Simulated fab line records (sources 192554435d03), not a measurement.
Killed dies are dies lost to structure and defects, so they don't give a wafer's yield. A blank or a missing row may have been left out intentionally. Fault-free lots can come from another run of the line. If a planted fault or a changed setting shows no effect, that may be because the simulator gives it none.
Chamber matching    flow n5Finfet    N5_BEOL_M1_CMP_52 on cmp-03 has 4 sister chambers
The step polishes, stops on SiOC, t overpolish 6.8 s, target thk 40 nm. 8 wafers are shown with their chamber, then 8 later ones without.

== WAFERS, EACH WITH ITS CHAMBER ==
wafer   chamber  motorCurrentA (A)  timeToEndpointS (s)
L077.4  0        6.7                58
L086.1  1        5.2                63
L087.2  0        6.4                60
L087.5  3        6.3                64
L088.1  3        6.3                67
L088.4  2        7.0                65
L088.5  1        5.0                62
L089.1  2        7.3                64

== WAFERS WITHOUT THEIR CHAMBER ==
wafer   motorCurrentA (A)  timeToEndpointS (s)
L089.4  6.5                56
L089.6  5.0                61
L091.2  6.4                61
L091.3  4.9                62
L091.5  6.4                59
L096.4  6.2                65
L096.5  6.1                56
L096.6  5.5                64

== CHAMBER TAKEN BY EACH ==
wafer   from the rows above      in truth
L089.4  0                        0
L089.6  1                        1
L091.2  can't be placed: 0 or 3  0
L091.3  1                        1
L091.5  0                        0
L096.4  3                        3
L096.5  0                        0
L096.6  1                        1
Placed correctly: 7 of 8. These rows do not allow placing 1 (true chamber among the candidates in 1). Number placed wrongly: 0.
How it was worked out, from the rows above alone: a wafer's distance from a chamber is the root of the sum, over the readings, of the square of ((its reading less the chamber's mean) divided by the reading's scatter). If the next closest chamber is less than 2 further off than the closest, the wafer can't be placed; otherwise it belongs to the closest. The mean given for a chamber averages the wafers shown for that chamber. The scatter is the square root of a quotient: the sum, over the shown wafers, of each reading's squared deviation from its chamber's mean, divided by wafers minus chambers.
